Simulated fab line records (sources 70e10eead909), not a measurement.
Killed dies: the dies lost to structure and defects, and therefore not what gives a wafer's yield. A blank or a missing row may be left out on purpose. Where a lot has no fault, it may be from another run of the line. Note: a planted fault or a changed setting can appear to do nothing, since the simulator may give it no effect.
Problem report, 8D (eight disciplines) form, completed by code ; flow nand-harc ; the parts of the form that need people (team, actions taken, sign-off) are left out

== 1. THE PROBLEM ==
At NHARC_P_M0_CD_MEAS_09, cd-nm averages 65.3 nm over 2 wafers from 2 lots, while fault-free wafers read 89.9 nm, standard deviation 0.48. Relative to the usual mean, that is a shift of -51 standard deviations.
The step: target cd 90 nm.
First seen on wafer L436.2, day 15 12:32, on cd-sem-03. At this step, 42 wafers from 14 lots have a number in the record. Rule for "out", or "out of limits": more than 4 standard deviations from the usual mean. The other wafers with a number count as sound.

== 2. WHAT THIS IS AND IS NOT ==
question;is;is not
which readings at this step;cd-nm;-
which lots;L436, L437;L414, L415, L416, L417, L418, L419, L420, L421, L422, L424, L426, L427
which wafers of those lots;L436.2, L437.2;L436.1, L436.3, L437.4, L437.6
read on which gauges;cd-sem-03;cd-sem-01, cd-sem-02
when;from day 15 12:32;"up to then (38 sound wafers); but 2 sound wafers of L437 came after"

== 3. WHAT RULES OUT EACH SUSPECT ==
Counting: if a tool at a process step up to the reading ran every lot that is out, it stays a suspect. Sound lots after the first of them don't rule it out here, since some wafers of a struck lot are sound.
- the gauge at NHARC_P_M0_CD_MEAS_09 is ruled out. All the wafers that are out were read on cd-sem-03, but those of them that NHARC_P_M0_PEB_07 has rows for are out there too, on other tools.
- cvd-w-02 at NHARC_P_CONTACT_CVD_23 (deposits W, target thk 200 nm, time 557 s): kept. Ran every lot that is out, first one L436 (day 15 12:28); last sound lot up to then L427 (day 11 12:06). NHARC_P_CONTACT_CVD_23: start missing for some lots; hours and lot order therefore follow NHARC_P_M0_PEB_07.
- litho-track-01 at NHARC_P_M0_PEB_07 (peb time 65 s): kept. Ran every lot that is out, first one L436 (day 15 12:28); last sound lot up to then L424 (day 10 04:06). Its own readings are out on those wafers: heater-power-total-W.
The count leaves litho-track-01 at NHARC_P_M0_PEB_07 and cvd-w-02 at NHARC_P_CONTACT_CVD_23.

== 4. THE CAUSE (what the simulator had put in) ==
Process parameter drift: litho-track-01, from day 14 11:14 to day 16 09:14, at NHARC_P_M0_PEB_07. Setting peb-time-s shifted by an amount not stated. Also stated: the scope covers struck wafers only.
2 suspects survive the count, and this tool is in that group.

== 5. THE EFFECT CHAIN, in route order ==
Each row: a reading where the mean over the struck wafers with a number is more than 3 standard deviations away from the usual. Only readings for which the record gives a usual standard deviation are gone through. hours: the time from each lot's start at the first step in this table that gives one to its start at this step, as a median over the lots. sigmas: the change in usual standard deviations.
hours;step;reading;usual;on struck wafers;change;sigmas
0;NHARC_P_M0_PEB_07;heater-power-total-W;156.6 W;221.7;+65.1;+99 or more
0;NHARC_P_M0_CD_MEAS_09;cd-nm;89.9 nm;65.3;-24.6;-51
1;NHARC_P_M0_CD_MEAS_16;cd-nm;89.9 nm;65.7;-24.2;-40
Here are the process steps it includes:
- NHARC_P_M0_PEB_07: peb time 65 s.

== 6. WHAT WOULD HAVE CAUGHT IT SOONER ==
Counted from the fault's start at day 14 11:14, it took 25 hours until the first out-of-limits reading at a measuring or inspecting step in this record, taken at day 15 12:32.
At NHARC_P_M0_PEB_07, the tool's own readings (heater-power-total-W) were out on each struck wafer the step has a row for, so an alarm limit on them would have fired on the first such wafer.
Of the lots that are out (2), L437 began NHARC_P_M0_PEB_07 on litho-track-01 after day 15 12:32. A hold on the tool at that time would have spared it.
